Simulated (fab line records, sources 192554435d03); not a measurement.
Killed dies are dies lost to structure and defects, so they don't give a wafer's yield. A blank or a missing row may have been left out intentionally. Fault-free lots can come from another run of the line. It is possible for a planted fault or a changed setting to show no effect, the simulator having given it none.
Matching of chambers    flow n5_finfet    N5_BEOL_M7_ALD_77 on ald_metal-01: 4 sister chambers
The step deposits TaN, target thk 2 nm, pulse time 2 s, purge time 3 s. 20 wafers are shown with their chamber, then 10 later ones without.

## WAFERS, EACH WITH ITS CHAMBER
wafer   chamber  heater_power_w (W)
L074.2  0        371
L074.3  3        457
L074.6  3        445
L079.1  3        458
L079.2  2        410
L079.4  0        367
L082.2  1        424
L082.4  0        366
L082.6  3        450
L086.1  0        366
L086.2  3        446
L086.5  0        367
L088.2  0        372
L088.3  2        387
L088.5  3        461
L091.1  1        423
L091.3  2        391
L091.4  0        367
L092.2  1        424
L092.4  3        445

SIGNATURES, as means of the wafers listed above
reading         chamber 0  chamber 1  chamber 2  chamber 3  scatter within a chamber
heater_power_w  368.00     423.67     396.00     451.71     6.22
Rule: a wafer lies at a distance from a chamber equal to the root of the sum of squares, over the readings, of (its reading less the chamber's mean, divided by the reading's scatter). The wafer belongs to the nearest chamber; if the next one is less than 2 further off, it can't be placed. The scatter is the square root of a quotient: the sum, over the shown wafers, of each reading's squared deviation from its chamber's mean, divided by wafers minus chambers.

## WAFERS MISSING THEIR CHAMBER
wafer   heater_power_w (W)
L092.6  367
L096.2  394
L096.3  430
L096.4  363
L094.1  377
L094.4  428
L094.6  435
L097.1  448
L097.2  398
L097.6  454

## CHAMBER TAKEN BY EACH
wafer   from the rows above      in truth
L092.6  0                        0
L096.2  2                        2
L096.3  1                        1
L096.4  0                        0
L094.1  can't be placed: 0 or 2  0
L094.4  1                        1
L094.6  can't be placed: 1 or 3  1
L097.1  3                        3
L097.2  2                        2
L097.6  3                        3
Correctly placed: 8 of 10. Unplaceable from these rows: 2, with the true chamber sitting among the candidates in 2. Wrongly placed: 0.
